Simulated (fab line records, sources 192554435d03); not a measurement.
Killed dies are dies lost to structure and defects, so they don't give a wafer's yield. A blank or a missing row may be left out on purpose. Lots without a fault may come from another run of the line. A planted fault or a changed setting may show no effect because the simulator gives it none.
Split-lot experiment | flow n5_finfet | 7 lots, 21 wafers read, on a route of 1938 steps

THE SPLIT
At N5_BEOL_M10_ETCH_41 (etches SiCN in CH3F/O2, target depth 42.6 nm, time 86 s), the setting source_w was moved away from the recipe's 395 W on 5 of the 21 wafers read, by -13.6% to +15.9%. The other wafers ran this setting at the recipe's value.

The reading is taken at the split's own step.

THE READING
rf_vpp_V, in V, at N5_BEOL_M10_ETCH_41 (etches SiCN in CH3F/O2, target depth 42.6 nm, time 86 s). Fault-free wafers of this fab line usually give 297.9 V, standard deviation 1.8 V.

wafer  | tool, chamber at the split | source_w as run, W | against the recipe | rf_vpp_V, V | against lot-mates on the recipe
L074.2 | rie_diel-01, 3             | 395                | recipe             | 297.7       | -
L074.3 | rie_diel-01, 2             | 395                | recipe             | 301.1       | -
L074.6 | rie_diel-01, 0             | 395                | recipe             | 297.4       | -
L079.2 | rie_diel-01, 2             | 457.8              | +15.9%             | 285.7       | -11.6
L079.4 | rie_diel-01, 2             | 457.8              | +15.9%             | 285.6       | -11.7
L079.6 | rie_diel-01, 3             | 395                | recipe             | 297.3       | -
L089.1 | rie_diel-01, 1             | 421                | +6.6%              | 291.8       | -6.8
L089.2 | rie_diel-01, 2             | 395                | recipe             | 299.0       | -
L089.6 | rie_diel-01, 1             | 395                | recipe             | 298.1       | -
L084.2 | rie_diel-05, 3             | 395                | recipe             | 295.7       | -
L084.3 | rie_diel-05, 1             | 395                | recipe             | 296.9       | -
L084.6 | rie_diel-05, 2             | 395                | recipe             | 297.4       | -
L092.1 | rie_diel-03, 2             | 395                | recipe             | 299.7       | -
L092.3 | rie_diel-03, 0             | 395                | recipe             | 294.5       | -
L092.6 | rie_diel-03, 3             | 395                | recipe             | 298.5       | -
L091.1 | rie_diel-01, 1             | 341.4              | -13.6%             | 312.0       | +14.6
L091.2 | rie_diel-01, 2             | 341.4              | -13.6%             | 314.7       | +17.3
L091.5 | rie_diel-01, 3             | 395                | recipe             | 297.4       | -
L096.2 | rie_diel-03, 1             | 395                | recipe             | 300.4       | -
L096.4 | rie_diel-03, 1             | 395                | recipe             | 298.8       | -
L096.5 | rie_diel-03, 2             | 395                | recipe             | 298.8       | -

THE FIT
A straight line over all 21 wafers: rf_vpp_V changes by -0.933 V for each +1% of source_w; r = -0.96; the points scatter about the line by 1.9 V.
The same after taking each lot's own level away (the mean of its wafers on the recipe; 21 wafers): -0.932 V for each +1%; r = -0.96; scatter 1.9 V.
On that fit, the largest move of source_w shifts the reading by 15 V.
The lots' own levels span 296.67 to 299.33 V, that is 1.5 times the standard deviation above.
So the lot-to-lot level changes the slope little: the two slopes agree.
Check: with one of the wafers moved furthest among these (+15.9%) left out of the fit, the line predicts -15.4 V for it against its lot-mates. It came out at -11.6 V against them.
Tool readings at the split's step, against how far the setting was moved: rf_vpp_V r = -0.96.

OTHER SPLITS ON THESE WAFERS
These wafers also went through other splits before the reading. Each is held against what the fit with the lots' levels taken away leaves over:
other split on the same wafers | wafers away from the commonest value | r with rf_vpp_V (lot level and that fit taken away)
N5_BEOL_M9_EXPOSE_25 dose_mj   | 9                                    | +0.12

THE FILE'S OWN FIT
rf_vpp_V changes by -0.93 V for each +1% of source_w, r = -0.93.
